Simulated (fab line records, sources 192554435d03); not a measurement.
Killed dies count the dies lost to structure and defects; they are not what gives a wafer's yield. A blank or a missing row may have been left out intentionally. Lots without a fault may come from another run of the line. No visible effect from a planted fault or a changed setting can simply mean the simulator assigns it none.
The tool behind it: which one? + flow n5Finfet + 24 lots with 72 wafers sampled at 5 steps, on a route of 1938 steps

WHAT THE GAUGES READ, wafer by wafer
N5_BEOL_M11_THK_MEAS_53: measures by xrf.
| lot  | measured     | on           | M11_THK (nm)      |
|------|--------------|--------------|-------------------|
| L074 | day 10 08:44 | filmMetro-02 | 137.5 142.3 142.4 |
| L076 | day 10 18:58 | filmMetro-02 | 139.4 135.3 137.2 |
| L075 | day 10 21:32 | filmMetro-01 | 139.6 137.7 138.5 |
| L077 | day 11 11:09 | filmMetro-01 | 140.3 139.2 144.3 |
| L079 | day 11 17:02 | filmMetro-02 | 137.0 136.7 138.3 |
| L078 | day 11 19:31 | filmMetro-02 | 140.3 139.0 145.7 |
| L080 | day 11 22:14 | filmMetro-02 | 145.8 143.7 145.0 |
| L081 | day 12 19:50 | filmMetro-01 | 138.9 142.0 142.4 |
| L082 | day 13 01:56 | filmMetro-02 | 146.0 141.9 144.9 |
| L083 | day 13 13:44 | filmMetro-02 | 140.1 141.5 143.8 |
| L084 | day 13 22:04 | filmMetro-01 | 135.4 138.7 136.9 |
| L087 | day 14 14:20 | filmMetro-02 | 134.8 139.1 136.5 |
| L086 | day 14 15:47 | filmMetro-02 | 136.2 135.7 137.8 |
| L085 | day 14 16:28 | filmMetro-01 | 137.8 140.5 137.9 |
| L088 | day 14 18:28 | filmMetro-02 | 139.3 141.8 138.3 |
| L089 | day 14 20:45 | filmMetro-01 | 137.1 137.0 141.6 |
| L090 | day 14 21:25 | filmMetro-02 | 139.8 137.5 138.0 |
| L091 | day 15 08:47 | filmMetro-01 | 137.8 136.5 135.7 |
| L092 | day 15 12:48 | filmMetro-02 | 138.2 137.4 135.3 |
| L094 | day 15 18:19 | filmMetro-02 | 141.6 142.8 143.3 |
| L093 | day 15 18:56 | filmMetro-02 | 136.3 136.3 135.5 |
| L095 | day 16 05:33 | filmMetro-02 | 137.9 140.6 141.1 |
| L096 | day 17 06:11 | filmMetro-02 | 137.5 139.3 142.6 |
| L097 | day 17 16:00 | filmMetro-02 | 143.4 144.0 137.3 |

N5_BEOL_M12_CD_MEAS_10: target cd 140 nm.
| lot  | measured     | on       | cdNm (nm)         |
|------|--------------|----------|-------------------|
| L074 | day 10 09:29 | cdSem-01 | 139.5 140.1 139.6 |
| L076 | day 10 20:16 | cdSem-01 | 143.0 141.3 141.7 |
| L075 | day 10 22:17 | cdSem-02 | 142.1 143.6 142.1 |
| L077 | day 11 11:49 | cdSem-01 | 139.4 142.0 141.0 |
| L079 | day 11 17:42 | cdSem-03 | 142.6 141.7 142.6 |
| L078 | day 11 20:10 | cdSem-02 | 140.2 141.3 141.8 |
| L080 | day 11 23:01 | cdSem-03 | 139.2 141.1 140.3 |
| L081 | day 12 20:38 | cdSem-03 | 141.2 141.4 140.2 |
| L082 | day 13 02:44 | cdSem-03 | 143.3 140.1 142.1 |
| L083 | day 13 14:22 | cdSem-03 | 140.3 138.9 140.8 |
| L084 | day 13 22:49 | cdSem-03 | 143.5 141.4 142.2 |
| L087 | day 14 15:06 | cdSem-01 | 140.4 139.1 141.7 |
| L086 | day 14 16:32 | cdSem-03 | 141.0 141.2 139.8 |
| L085 | day 14 17:13 | cdSem-01 | 142.5 140.7 142.1 |
| L088 | day 14 19:05 | cdSem-02 | 139.2 141.3 140.7 |
| L089 | day 14 21:30 | cdSem-01 | 138.8 137.7 140.3 |
| L090 | day 14 22:03 | cdSem-02 | 140.2 138.1 139.8 |
| L091 | day 15 09:25 | cdSem-02 | 141.1 141.8 142.9 |
| L092 | day 15 13:33 | cdSem-01 | 141.0 139.6 139.3 |
| L094 | day 15 19:04 | cdSem-01 | 140.4 140.7 139.3 |
| L093 | day 15 19:40 | cdSem-03 | 142.2 139.1 140.2 |
| L095 | day 16 06:17 | cdSem-03 | 140.6 143.9 142.9 |
| L096 | day 17 06:53 | cdSem-03 | 140.7 141.6 138.9 |
| L097 | day 17 16:49 | cdSem-03 | 140.4 140.4 143.1 |

N5_BEOL_M12_OVL_MEAS_29.
| lot  | measured     | on         | M12_OVL (nm) |
|------|--------------|------------|--------------|
| L074 | day 10 10:33 | overlay-01 | 8 1 -2       |
| L076 | day 10 21:15 | overlay-01 | -6 -3 1      |
| L075 | day 10 23:36 | overlay-01 | 9 5 -7       |
| L077 | day 11 12:52 | overlay-02 | -2 -6 4      |
| L079 | day 11 18:46 | overlay-01 | -3 6 3       |
| L078 | day 11 21:14 | overlay-01 | -3 -1 2      |
| L080 | day 11 23:59 | overlay-01 | -1 7 3       |
| L081 | day 12 21:41 | overlay-02 | -6 -19 -6    |
| L082 | day 13 03:48 | overlay-01 | -4 2 5       |
| L083 | day 13 15:19 | overlay-01 | -7 -1 4      |
| L084 | day 13 23:53 | overlay-01 | -9 -2 6      |
| L087 | day 14 16:02 | overlay-02 | 10 12 2      |
| L086 | day 14 17:36 | overlay-01 | -4 -2 -7     |
| L085 | day 14 18:16 | overlay-02 | 4 7 12       |
| L088 | day 14 20:28 | overlay-01 | -3 0 -3      |
| L089 | day 14 22:26 | overlay-02 | -8 -14 -1    |
| L090 | day 14 22:59 | overlay-01 | 5 -1 1       |
| L091 | day 15 10:29 | overlay-02 | 6 1 7        |
| L092 | day 15 14:50 | overlay-01 | 6 -2 -1      |
| L094 | day 15 20:07 | overlay-01 | 5 3 -9       |
| L093 | day 15 20:58 | overlay-02 | -7 6 -7      |
| L095 | day 16 07:22 | overlay-01 | 1 7 -2       |
| L096 | day 17 08:29 | overlay-01 | 6 8 2        |
| L097 | day 17 17:53 | overlay-02 | 0 1 5        |

N5_BEOL_M13_INSPECT_12: inspects for defects (macro).
| lot  | measured     | on               | rawDefectCount |
|------|--------------|------------------|----------------|
| L074 | day 10 14:07 | defectInspect-02 | 1 5 3          |
| L076 | day 11 02:28 | defectInspect-01 | 0 3 2          |
| L075 | day 11 02:55 | defectInspect-02 | 3 3 2          |
| L077 | day 11 15:56 | defectInspect-02 | 1 4 3          |
| L079 | day 11 21:56 | defectInspect-01 | 1 4 2          |
| L078 | day 12 00:25 | defectInspect-02 | 3 1 3          |
| L080 | day 12 05:26 | defectInspect-01 | 0 2 4          |
| L081 | day 13 02:22 | defectInspect-02 | 1 0 1          |
| L082 | day 13 13:53 | defectInspect-01 | 1 3 2          |
| L083 | day 13 20:21 | defectInspect-01 | 5 3 4          |
| L084 | day 14 10:25 | defectInspect-02 | 3 0 4          |
| L087 | day 14 21:47 | defectInspect-02 | 2 3 3          |
| L086 | day 14 22:11 | defectInspect-02 | 3 2 2          |
| L085 | day 14 22:31 | defectInspect-01 | 5 4 1          |
| L088 | day 15 01:13 | defectInspect-02 | 4 0 0          |
| L089 | day 15 02:31 | defectInspect-02 | 1 4 0          |
| L090 | day 15 02:53 | defectInspect-01 | 2 1 2          |
| L091 | day 15 16:35 | defectInspect-01 | 0 1 3          |
| L092 | day 15 20:22 | defectInspect-01 | 1 1 0          |
| L094 | day 16 00:28 | defectInspect-01 | 4 3 3          |
| L093 | day 16 01:21 | defectInspect-01 | 1 1 2          |
| L095 | day 16 12:35 | defectInspect-02 | 2 3 6          |
| L096 | day 17 12:41 | defectInspect-02 | 3 0 1          |
| L097 | day 17 21:38 | defectInspect-02 | 0 2 3          |

WHAT TOOL EACH LOT RAN ON (gives the tool, then ch and the chambers of the sampled wafers, and finally the start)
| lot  | N5_BEOL_M12_ANNEAL_48           |
|------|---------------------------------|
| L074 | rtpAnneal-01 ch 0, day 10 12:43 |
| L076 | rtpAnneal-01 ch 0, day 11 01:13 |
| L075 | rtpAnneal-02 ch 0, day 11 01:35 |
| L077 | rtpAnneal-01 ch 0, day 11 14:36 |
| L079 | rtpAnneal-02 ch 0, day 11 20:21 |
| L078 | rtpAnneal-02 ch 0, day 11 22:54 |
| L080 | rtpAnneal-01 ch 0, day 12 03:54 |
| L081 | rtpAnneal-01 ch 0, day 13 01:05 |
| L082 | rtpAnneal-01 ch 0, day 13 12:37 |
| L083 | rtpAnneal-01 ch 0, day 13 19:03 |
| L084 | rtpAnneal-01 ch 0, day 14 01:32 |
| L087 | rtpAnneal-02 ch 0, day 14 20:35 |
| L086 | rtpAnneal-02 ch 0, day 14 20:46 |
| L085 | rtpAnneal-01 ch 0, day 14 21:11 |
| L088 | rtpAnneal-01 ch 0, day 14 23:48 |
| L089 | rtpAnneal-01 ch 0, day 15 01:11 |
| L090 | rtpAnneal-01 ch 0, day 15 01:36 |
| L091 | rtpAnneal-02 ch 0, day 15 15:09 |
| L092 | rtpAnneal-01 ch 0, day 15 19:01 |
| L094 | rtpAnneal-01 ch 0, day 15 23:10 |
| L093 | rtpAnneal-02 ch 0, day 16 00:03 |
| L095 | rtpAnneal-02 ch 0, day 16 11:10 |
| L096 | rtpAnneal-01 ch 0, day 17 11:22 |
| L097 | rtpAnneal-01 ch 0, day 17 20:18 |
- N5_BEOL_M12_ANNEAL_48: time 90 s.

AS READ BY THE TOOLS THEMSELVES (means over the sampled wafers that have a number; for cases with no such wafer, the mark the record gives instead)
N5_BEOL_M12_ANNEAL_48.
| lot  | tool         | annealTempCMax | wafer_temp_C_max |
|------|--------------|----------------|------------------|
| L074 | rtpAnneal-01 | 225.97         | 226.23           |
| L076 | rtpAnneal-01 | 225.86         | 226.28           |
| L075 | rtpAnneal-02 | 226.23         | 226.04           |
| L077 | rtpAnneal-01 | 225.83         | 226.11           |
| L079 | rtpAnneal-02 | 225.99         | 226.09           |
| L078 | rtpAnneal-02 | 225.65         | 225.99           |
| L080 | rtpAnneal-01 | 225.70         | 226.35           |
| L081 | rtpAnneal-01 | 225.81         | 226.36           |
| L082 | rtpAnneal-01 | 225.92         | 226.23           |
| L083 | rtpAnneal-01 | 225.74         | 226.31           |
| L084 | rtpAnneal-01 | 226.09         | 226.24           |
| L087 | rtpAnneal-02 | 225.96         | 226.19           |
| L086 | rtpAnneal-02 | 226.22         | 225.99           |
| L085 | rtpAnneal-01 | 225.83         | 226.03           |
| L088 | rtpAnneal-01 | 225.83         | 226.14           |
| L089 | rtpAnneal-01 | 225.79         | 226.21           |
| L090 | rtpAnneal-01 | 225.96         | 226.37           |
| L091 | rtpAnneal-02 | 226.20         | 225.99           |
| L092 | rtpAnneal-01 | 225.72         | 225.87           |
| L094 | rtpAnneal-01 | 225.77         | 226.17           |
| L093 | rtpAnneal-02 | 225.90         | 226.11           |
| L095 | rtpAnneal-02 | 225.88         | 226.14           |
| L096 | rtpAnneal-01 | 225.80         | 225.99           |
| L097 | rtpAnneal-01 | 225.64         | 226.25           |

THE ANSWER, worked out from the rows above alone
Rule: usual is defined by the lots themselves. Put in order of their means at a reading, lots are off if they are a third of the lots or fewer, leave a main group of 4 or more, and stand apart from it by a gap of 3 or more times the standard deviation of the main group's means; of several such gaps the widest counts. Not used: any main group whose means are identical at the precision the tables above print for the reading. A lot without any number at a reading at which 4 lots or more have one is off too. Where the step has rows for the other lots, those lots are counted as sound. The gauges are gone through in route order, then the tools' own readings, and for those a lot's mean is taken as printed above. At the first step where some lot is off, the reading lying furthest off is the one used; lots without a number count as furthest.
Nothing can be told from this: no lot is off at any reading shown.

WHAT HAD BEEN PUT IN BY THE SIMULATOR
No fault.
